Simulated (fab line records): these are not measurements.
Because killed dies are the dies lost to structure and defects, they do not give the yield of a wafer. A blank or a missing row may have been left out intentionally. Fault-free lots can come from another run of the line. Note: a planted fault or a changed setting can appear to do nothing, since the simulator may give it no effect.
The same fault as seen by 2 desks / flow n5Finfet / what lay behind the numbers comes last; until then each desk has only its own

THE DEFECT DESK
Lot by lot, what the route's inspections counted, given as the mean of those sampled wafers with a number. Marked OUT: a lot whose mean sits more than 4 standard deviations from the usual mean, which makes it out of limits; the brackets give that distance.
Columns: A = rawDefectCount at N5_BEOL_M10_INSPECT_58, usual 70
lot=L460; first seen here=day 10 11:14; A=56
lot=L459; first seen here=day 10 16:20; A=56
lot=L461; first seen here=day 11 06:23; A=81
lot=L462; first seen here=day 11 10:09; A=87
lot=L463; first seen here=day 12 00:50; A=62
lot=L466; first seen here=day 12 12:03; A=79
lot=L468; first seen here=day 13 20:59; A=56
lot=L469; first seen here=day 13 21:04; A=60
lot=L472; first seen here=day 14 07:58; A=80
lot=L480; first seen here=day 16 08:51; A=54
lot=L478; first seen here=day 16 18:56; A=66
lot=L482; first seen here=day 16 23:32; A=64
This desk's verdict: no lot among the 12 shows anything out of limits.

AT THE TOOL OWNER'S DESK: rieDiel-06
The tool's own readings at N5_BEOL_M11_ETCH_61 (etches SiARC in CF4, target depth 39 nm, time 65 s): means of the sampled wafers that have a number, for each lot that ran on this tool. Marked OUT: a lot whose mean sits more than 4 standard deviations from the usual mean, which makes it out of limits; the brackets give that distance. Shown are 7 of the 9 readings it has, namely the first that went out of limits plus those furthest out on some lot.
Columns: A = biasW at N5_BEOL_M11_ETCH_61, usual 36.00 W; B = chamberPressureMTorr at N5_BEOL_M11_ETCH_61, usual 40.00 mTorr; C = drypumpMotorCurrentA at N5_BEOL_M11_ETCH_61, usual 5.7 A; D = etchRfOnTimeS at N5_BEOL_M11_ETCH_61, usual 64.8 s; E = oesProductAu at N5_BEOL_M11_ETCH_61, usual 0.69 a.u.; F = rfVppV at N5_BEOL_M11_ETCH_61, usual 184.3 V; G = throttleValvePct at N5_BEOL_M11_ETCH_61, usual 15.58 %
lot=L462; first seen here=day 11 12:36; A=36.04; B=40.04; C=5.5; D=66.9; E=0.67; F=185.1; G=15.62
lot=L463; first seen here=day 12 05:12; A=35.88; B=39.99; C=5.8; D=65.9; E=0.64; F=185.3; G=15.75
lot=L469; first seen here=day 13 23:22; A=36.06; B=39.96; C=6.1; D=73.9 (+5.1) OUT; E=0.57; F=185.3; G=15.90
lot=L468; first seen here=day 13 23:58; A=36.03; B=40.00; C=5.9; D=73.0 (+4.6) OUT; E=0.66; F=185.5; G=15.62
lot=L472; first seen here=day 14 09:51; A=35.89; B=39.98; C=5.8; D=70.1; E=0.62; F=185.8; G=15.70
lot=L482; first seen here=day 17 01:49; A=35.98; B=40.00; C=5.9; D=64.6; E=0.71; F=185.4; G=15.60
This desk's finding: out of limits on L468, L469; first on L469, day 13 23:22 (etchRfOnTimeS at N5_BEOL_M11_ETCH_61). Within limits: L462, L463, L472, L482.

PUT TOGETHER
On L468, L469, at day 13 23:22, an alarm was possible from the tool owner's desk.
Nothing the defect desk looked at was out of limits.
The defect desk has L468, L469 on record, within its limits.
All the named lots went through N5_BEOL_M11_ETCH_61 on rieDiel-06.

WHAT WAS PUT IN BY THE SIMULATOR
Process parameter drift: rieDiel-06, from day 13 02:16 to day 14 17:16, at N5_BEOL_M11_ETCH_61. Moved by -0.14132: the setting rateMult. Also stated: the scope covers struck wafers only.
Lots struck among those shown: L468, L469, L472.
Delay in hours, fault start to first out-of-limits reading, by desk: the tool owner's desk at 21.
